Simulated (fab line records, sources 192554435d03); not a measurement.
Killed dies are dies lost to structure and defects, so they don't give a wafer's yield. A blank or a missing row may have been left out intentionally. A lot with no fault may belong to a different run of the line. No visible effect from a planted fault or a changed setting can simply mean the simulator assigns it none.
fab line records	flow n5-finfet
record: lots: 11	wafers: 33	last-day: 20
route steps=1938 shown BEOL_M9@1414 PASSIVATION@1936
lots that met no fault: taken from a fault-free run of the same line
start-h: the number of hours between the record's first day and the start of the first shown wafer of the lot	wait-h: hours since the lot's step before	" identical to the entry in the row above	L1.1+2: a single row standing in for several wafers	- no value, or no start given	* or withheld: withheld	< > ~ a bound
route shown NAME@n: a module of which the file shows steps, and the number in the route of the first	usual: average and standard deviation across the fault-free wafers	same: alike in all rows	chamber/n: place in a boat	sites: each site's reading	_std_site: standard deviation of those values	_edge_site: the outer-site mean with the inner-site mean subtracted	radius-mm: for every site, how far away it sits from the centre of the wafer	mask NAME#n: copy n	behind: the last tool/chamber to shape the wafer	hold: the reason the lot was held/the length of the hold in hours/how it ended	device: which transistor (n, p or np) failed to switch	end of line: tests run on the same wafers once the route is complete	a step given without rows: its recipe and nothing more	killed: not the wafer's yield, but the dies lost to structure and defects at the first sort	map: shows each die of a wafer: x if killed, . if not, _ if none is there
set.NAME: the run value of the setting; set.NAME@STEP: its run value at that earlier step	model.NAME: the simulator's own value behind a step, which no gauge read
route steps across a sampled set of lots; one table per step, one row per wafer
services: the hour from which a tool's chamber was out of use, counted from the record's first day as start-h (under 0 if before that day), plus the number of hours and why
== steps ==
step: N5_BEOL_M9_CD_MEAS_11
recipe: target-cd-nm: 64.1	landing-energy-ev: 500	detector: se-inlens	polarity: opening
usual: cd-nm: 64.2/0.45
lot.wafer	tool	chamber	start-h	wait-h	cd-nm
L839.3	cd-sem-01	0	247.28	-	63.7
L839.4	"	0	"	"	64.1
L839.5	"	0	"	"	64.3
L842.1	cd-sem-02	0	292.18	-	63.8
L842.2	"	0	"	"	63.4
L842.5	"	0	"	"	64.3
L847.3	cd-sem-03	0	321.79	-	64.6
L847.5	"	0	"	"	64.7
L847.6	"	0	"	"	64.7
L851.2	cd-sem-01	0	336.09	-	63.6
L851.3	"	0	"	"	63.5
L851.6	"	0	"	"	64.2
L858.3	cd-sem-01	0	363.87	-	63.6
L858.5	"	0	"	"	63.8
L858.6	"	0	"	"	63.9
L856.1	cd-sem-03	0	364.03	-	64.9
L856.3	"	0	"	"	64.9
L856.4	"	0	"	"	65.1
L844.1	cd-sem-03	0	397.26	-	63.7
L844.2	"	0	"	"	64.2
L844.6	"	0	"	"	64.4
L862.1	cd-sem-01	0	397.30	-	64.4
L862.2	"	0	"	"	64.4
L862.6	"	0	"	"	64.1
L861.1	cd-sem-01	0	397.58	-	63.7
L861.3	"	0	"	"	63.3
L861.6	"	0	"	"	63.8
L859.1	cd-sem-01	0	412.91	-	64.3
L859.2	"	0	"	"	63.8
L859.6	"	0	"	"	63.5
L860.1	cd-sem-02	0	419.14	-	63.6
L860.4	"	0	"	"	64.4
L860.6	"	0	"	"	64.1
step: N5_BEOL_M9_ETCH_62
recipe: chemistry: N2/H2	target: SOC	target-depth-a: 1100	overetch-a: 220	mask-material: SiARC	temp-c: 40	time-s: 165	ion-energy-ev: 200	pressure-mtorr: 30	source-w: 840	bias-w: 150	n2-flow-sccm: 200	h2-flow-sccm: 200
usual: drypump-motor-current-A: 5.9/0.56	oes-product-au: 0.67/0.059	rf-vpp-V: 523.6/2.5	showerhead-plenum-p-Torr: 2.53/0.084	temp-c: 40.00/0.12	throttle-valve-pct: 17.95/0.19
lot.wafer	tool	chamber	start-h	wait-h	drypump-motor-current-A	oes-product-au	rf-hours-counter-h	rf-vpp-V	showerhead-plenum-p-Torr	temp-c	throttle-valve-pct
L839.3	rie-diel-03	1	247.45	0.0	6.1	0.62	169	519.3	2.43	40.06	17.61
L839.4	"	0	"	"	5.6	0.61	213	522.9	2.51	40.07	18.07
L839.5	"	1	"	"	6.1	0.62	-	520.4	2.43	39.95	17.60
L842.1	rie-diel-01	1	292.41	0.0	6.3	0.62	177	524.3	2.53	39.87	17.89
L842.2	"	0	"	"	6.6	0.66	126	521.6	2.45	40.08	18.17
L842.5	"	1	"	"	6.3	0.62	-	524.0	2.53	40.13	17.89
L847.3	rie-diel-03	2	321.98	0.0	5.0	0.63	183	526.3	2.63	40.14	17.91
L847.5	"	2	"	"	5.0	0.63	-	527.2	2.63	40.14	17.91
L847.6	"	3	"	"	5.4	0.71	-	526.5	2.58	39.99	17.93
L851.2	rie-diel-06	3	336.26	0.0	5.2	0.65	100	526.0	2.56	40.02	18.16
L851.3	"	0	"	"	6.4	0.77	10	524.2	2.60	40.00	17.88
L851.6	"	0	"	"	6.4	0.78	-	524.4	2.60	39.97	17.86
L858.3	rie-diel-06	0	364.04	0.0	6.5	0.75	20	525.6	2.60	40.07	17.88
L858.5	"	0	"	"	6.5	0.76	-	525.2	2.60	39.97	17.89
L858.6	"	1	"	"	5.2	0.74	-	524.1	2.59	40.06	17.64
L856.1	rie-diel-03	1	364.68	0.0	6.1	0.59	200	519.3	2.42	39.85	17.67
L856.3	"	3	"	"	5.4	0.70	91	523.6	2.57	40.10	17.95
L856.4	"	2	"	"	5.0	0.61	196	527.0	2.63	39.90	17.95
L844.1	rie-diel-03	1	397.54	0.0	6.1	0.59	210	519.2	2.41	39.90	17.68
L844.2	"	2	"	"	5.0	0.61	207	525.2	2.62	40.14	17.96
L844.6	"	3	"	"	5.3	0.69	-	524.8	2.57	39.97	17.97
L862.1	rie-diel-06	3	397.65	0.0	5.2	0.64	120	525.3	2.55	39.97	18.22
L862.2	"	0	"	"	6.5	0.73	30	524.0	2.59	40.12	17.91
L862.6	"	1	"	"	5.2	0.73	-	524.8	2.58	40.10	17.63
L861.1	rie-diel-06	0	397.90	0.0	6.4	0.74	30	524.4	2.59	40.16	17.90
L861.3	"	3	"	"	5.2	0.64	120	523.4	2.55	40.01	18.20
L861.6	"	0	"	"	6.5	0.73	-	524.5	2.59	39.98	17.90
L859.1	rie-diel-01	3	413.16	0.0	6.0	0.70	76	522.8	2.46	40.22	17.90
L859.2	"	1	"	"	6.2	0.60	214	524.3	2.51	39.95	17.94
L859.6	"	0	"	"	6.6	0.63	-	520.4	2.43	39.99	18.24
L860.1	rie-diel-01	3	419.53	0.0	6.0	0.71	78	521.2	2.46	40.08	17.90
L860.4	"	1	"	"	6.2	0.60	216	523.5	2.51	39.98	17.94
L860.6	"	2	"	"	6.4	0.67	-	526.0	2.68	39.85	18.18
step: N5_BEOL_M9_CD_MEAS_18
recipe: pitch-nm: 140	target-cd-nm: 70
usual: cd-nm: 70.1/0.48
lot.wafer	tool	chamber	start-h	wait-h	cd-nm
L839.3	cd-sem-02	-	247.82	0.1	69.8
L839.4	"	-	"	"	69.9
L839.5	"	-	"	"	70.5
L842.1	cd-sem-03	-	292.86	0.1	69.8
L842.2	"	-	"	"	69.3
L842.5	"	-	"	"	70.4
L847.3	cd-sem-03	-	322.35	0.1	70.5
L847.5	"	-	"	"	70.6
L847.6	"	-	"	"	70.3
L851.2	cd-sem-03	-	336.71	0.1	69.7
L851.3	"	-	"	"	70.1
L851.6	"	-	"	"	69.8
L858.3	cd-sem-02	-	364.52	0.1	70.0
L858.5	"	-	"	"	70.5
L858.6	"	-	"	"	69.5
L856.1	cd-sem-01	-	365.05	0.0	71.0
L856.3	"	-	"	"	71.0
L856.4	"	-	"	"	70.8
L844.1	cd-sem-02	-	397.98	0.0	70.0
L844.2	"	-	"	"	69.7
L844.6	"	-	"	"	70.0
L862.1	cd-sem-02	-	398.02	0.0	70.7
L862.2	"	-	"	"	70.7
L862.6	"	-	"	"	70.4
L861.1	cd-sem-03	-	398.27	0.0	70.4
L861.3	"	-	"	"	69.6
L861.6	"	-	"	"	70.2
L859.1	cd-sem-02	-	413.61	0.0	70.3
L859.2	"	-	"	"	69.5
L859.6	"	-	"	"	69.5
L860.1	cd-sem-01	-	420.02	0.0	69.1
L860.4	"	-	"	"	70.3
L860.6	"	-	"	"	69.8
step: N5_BEOL_M9_COAT_22
recipe: resist: CAR-EUV	spin-rpm: 1500	resist-thk-nm: 30
usual: spin-speed-rpm: 1499.9/0.99
lot.wafer	tool	chamber	start-h	wait-h	spin-speed-rpm
L839.3	litho-track-02	0	247.86	-	1499.6
L839.4	"	0	"	"	1499.8
L839.5	"	0	"	"	1499.0
L842.1	litho-track-02	0	294.61	-	1499.9
L842.2	"	0	"	"	1501.1
L842.5	"	0	"	"	1501.7
L847.3	litho-track-02	0	322.39	-	1568.6
L847.5	"	0	"	"	1569.7
L847.6	"	0	"	"	1568.8
L851.2	litho-track-02	0	339.43	-	1570.6
L851.3	"	0	"	"	1568.1
L851.6	"	0	"	"	1567.5
L856.1	litho-track-03	0	368.64	-	1498.0
L856.3	"	0	"	"	1500.1
L856.4	"	0	"	"	1499.8
L858.3	litho-track-05	0	369.11	-	1502.8
L858.5	"	0	"	"	1501.0
L858.6	"	0	"	"	1501.2
L862.1	litho-track-03	0	399.44	-	1499.7
L862.2	"	0	"	"	1500.0
L862.6	"	0	"	"	1500.6
L861.1	litho-track-02	0	399.44	-	1499.7
L861.3	"	0	"	"	1499.8
L861.6	"	0	"	"	1500.0
L844.1	litho-track-05	0	399.45	-	1500.3
L844.2	"	0	"	"	1499.8
L844.6	"	0	"	"	1501.3
L859.1	litho-track-05	0	417.47	-	1500.3
L859.2	"	0	"	"	1500.5
L859.6	"	0	"	"	1498.8
L860.1	litho-track-02	0	423.72	-	1500.0
L860.4	"	0	"	"	1499.0
L860.6	"	0	"	"	1499.5
step: N5_PASSIVATION_PROBE_49
usual: defect-limited-yield: 90.8/1.7	killed_at_M0_to_M3: 37/12	killed_at_M4_up: 15/5.6	killed-at-contacts: 13/6.9	killed-at-front-end: 40/11	killed-at-other: 4/3.2	killed-dies: 109/20	killed-on-rim: 14/4.3	killed-open: 73/15	killed-short: 35/8.3	sort_bin_5_function: 5.4/1.1	sort_bin_6_memory: 3.5/0.73	sort-n-pass: 1071/20	sort-yield-pct: 90.8/1.7
same: gross-dies: 1180	killed-at-back-side: 0	sort_bin_4_leakage[%]: 0	sort_bin_8_speed[%]: 0
lot.wafer	tool	chamber	start-h	wait-h	defect-limited-yield[%]	killed_at_M0_to_M3	killed_at_M4_up	killed-at-contacts	killed-at-front-end	killed-at-other	killed-dies	killed-on-rim	killed-open	killed-short	sort_bin_5_function[%]	sort_bin_6_memory[%]	sort-n-pass	sort-yield-pct[%]
L842.1	prober-02	-	356.98	0.0	93.8	21	12	9	30	1	73	10	46	27	3.4	2.5	1107	93.8
L842.2	prober-02	-	357.03	0.1	92.0	32	22	8	30	2	94	15	56	37	4.2	3.6	1086	92.0
L842.5	prober-02	-	357.18	0.2	93.6	21	13	12	29	1	76	6	54	22	3.8	2.2	1104	93.6
L851.2	prober-02	-	403.14	0.1	93.3	16	10	10	42	1	79	12	46	33	3.8	2.6	1101	93.3
L851.3	prober-02	-	403.19	0.1	92.6	24	12	9	39	3	87	12	56	31	3.4	3.6	1093	92.6
L851.6	prober-02	-	403.34	0.3	90.9	31	20	17	33	6	107	13	79	27	5.7	3.1	1073	90.9
L856.1	prober-01	-	431.19	0.0	90.4	20	26	16	44	7	113	12	79	33	5.7	3.4	1067	90.4
L856.3	prober-01	-	431.29	0.1	92.0	24	21	9	38	2	94	12	57	37	5.2	2.5	1086	92.0
L856.4	prober-01	-	431.34	0.2	89.9	48	10	8	51	2	119	11	80	38	5.8	4.0	1061	89.9
L858.5	prober-02	-	435.41	0.2	90.4	35	19	8	50	1	113	18	71	42	4.7	4.4	1067	90.4
L858.6	prober-02	-	435.46	0.3	91.9	31	14	9	42	0	96	20	62	34	4.6	3.5	1084	91.9
killed by level:class
L842.1 FIN_SAQP:geometric-particle:open=9 FIN_SAQP:geometric-particle:short=9 MOL_CONTACT_COAG:geometric-particle:open=7 BEOL_M2:geometric-particle:open=4 STARTING-WAFER:geometric-particle:short=4 BEOL_M0_SAQP:geometric-particle:short=3 BEOL_M0_SAQP:geometric-particle:open=3 BEOL_M3:geometric-particle:open=3
L842.2 BEOL_M4:geometric-particle:open=12 BEOL_M0_SAQP:geometric-particle:short=8 BEOL_M1:geometric-particle:open=7 FIN_SAQP:geometric-particle:open=6 MOL_CONTACT_COAG:geometric-particle:open=6 BEOL_M2:geometric-particle:open=6 DUMMY_GATE:geometric-particle:open=5 FIN_SAQP:geometric-particle:short=4
L842.5 MOL_CONTACT_COAG:geometric-particle:open=10 BEOL_M4:geometric-particle:open=7 BEOL_M2:geometric-particle:open=7 DUMMY_GATE:geometric-particle:open=5 FIN_SAQP:geometric-particle:open=4 GATE_CUT:geometric-particle:short=4 BEOL_M0_SAQP:geometric-particle:open=4 STARTING-WAFER:geometric-particle:short=4
L851.2 STI_FIN_REVEAL:geometric-particle:open=14 MOL_CONTACT_COAG:geometric-particle:open=8 GATE_CUT:geometric-particle:short=6 BEOL_M2:geometric-particle:open=4 FIN_SAQP:geometric-particle:short=3 FIN_SAQP:geometric-particle:open=3 DUMMY_GATE:geometric-particle:open=3 BEOL_M0_SAQP:geometric-particle:short=3
L851.3 STI_FIN_REVEAL:geometric-particle:open=12 MOL_CONTACT_COAG:geometric-particle:open=8 DUMMY_GATE:geometric-particle:open=5 BEOL_M0:geometric-particle:open=5 STI_FIN_REVEAL:geometric-particle:short=4 DUMMY_GATE:geometric-particle:short=4 BEOL_M0_SAQP:geometric-particle:open=4 BEOL_M3:geometric-particle:open=4
L851.6 STI_FIN_REVEAL:geometric-particle:open=17 MOL_CONTACT_COAG:geometric-particle:open=15 BEOL_M2:geometric-particle:open=13 BEOL_M4:geometric-particle:open=11 BEOL_M0_SAQP:geometric-particle:open=6 STI_FIN_REVEAL:geometric-particle:short=5 BEOL_M0_SAQP:geometric-particle:short=5 FIN_SAQP:geometric-particle:open=3
L856.1 MOL_CONTACT_COAG:geometric-particle:open=13 STI_FIN_REVEAL:geometric-particle:open=9 BEOL_M4:geometric-particle:open=9 FIN_SAQP:geometric-particle:open=7 FIN_SAQP:geometric-particle:short=6 BEOL_M3:geometric-particle:open=6 BEOL_M5:geometric-particle:open=6 BEOL_M7:geometric-particle:open=5
L856.3 BEOL_M4:geometric-particle:open=15 FIN_SAQP:geometric-particle:open=12 FIN_SAQP:geometric-particle:short=7 MOL_CONTACT_COAG:geometric-particle:open=6 BEOL_M0_SAQP:geometric-particle:short=6 BEOL_M0_SAQP:geometric-particle:open=5 STI_FIN_REVEAL:geometric-particle:open=4 BEOL_M3:geometric-particle:open=4
L856.4 FIN_SAQP:geometric-particle:open=18 FIN_SAQP:geometric-particle:short=15 BEOL_M0_SAQP:geometric-particle:open=11 BEOL_M0_SAQP:geometric-particle:short=10 STI_FIN_REVEAL:geometric-particle:open=7 MOL_CONTACT_COAG:geometric-particle:open=7 BEOL_M1:geometric-particle:open=7 BEOL_M3:geometric-particle:open=7
L858.5 FIN_SAQP:geometric-particle:short=12 STI_FIN_REVEAL:geometric-particle:open=12 FIN_SAQP:geometric-particle:open=11 BEOL_M0_SAQP:geometric-particle:open=10 BEOL_M0_SAQP:geometric-particle:short=9 BEOL_M4:geometric-particle:open=9 STI_FIN_REVEAL:geometric-particle:short=5 BEOL_M4:geometric-particle:short=5
L858.6 DUMMY_GATE:geometric-particle:open=10 STI_FIN_REVEAL:geometric-particle:open=9 BEOL_M0_SAQP:geometric-particle:short=8 BEOL_M0_SAQP:geometric-particle:open=8 MOL_CONTACT_COAG:geometric-particle:open=7 BEOL_M2:geometric-particle:open=7 FIN_SAQP:geometric-particle:open=4 FIN_SAQP:geometric-particle:short=4
== services ==
tool	chamber	start-h	hours	kind
rie-diel-01	2	247.05	9.9	repair
rie-diel-06	3	281.08	5.0	repair
litho-track-05	-	281.34	-	consumable-replace:filter
rie-diel-06	1	284.55	4.9	repair
rie-diel-06	0	289.47	-	clean
rie-diel-06	0	289.47	-	consumable-replace:focus-ring
rie-diel-06	0	289.47	12.7	scheduled-down
rie-diel-06	0	289.47	12.7	vent-cycle
litho-track-02	-	291.75	-	consumable-replace:filter
rie-diel-03	-	293.56	16.0	repair
rie-diel-03	0	385.10	-	clean
rie-diel-03	0	385.10	-	consumable-replace:focus-ring
rie-diel-03	0	385.10	14.8	scheduled-down
rie-diel-03	0	385.10	14.8	vent-cycle
rie-diel-03	-	403.77	0.4	repair
rie-diel-06	1	422.60	4.8	repair
== key ==
first-sign: step: N5_BEOL_M9_COAT_22	reading: spin-speed-rpm	direction: up	sigmas: 70	usual: *	struck: *
effect none on later readings
met-at N5_BEOL_M9_COAT_22
struck-lots L847,L851
not-acting-at N5_BEOL_M9_CD_MEAS_11,N5_BEOL_M9_ETCH_62,N5_BEOL_M9_CD_MEAS_18
onset-between 294.61 322.39
fault: kind: process-parameter-drift	tool: litho-track-02	chamber: -	onset-h: 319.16	steps: N5_BEOL_M9_COAT_22	channel: spin-rpm	offset: *	shape: step	end-h: 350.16	acts-in: *	stated: *
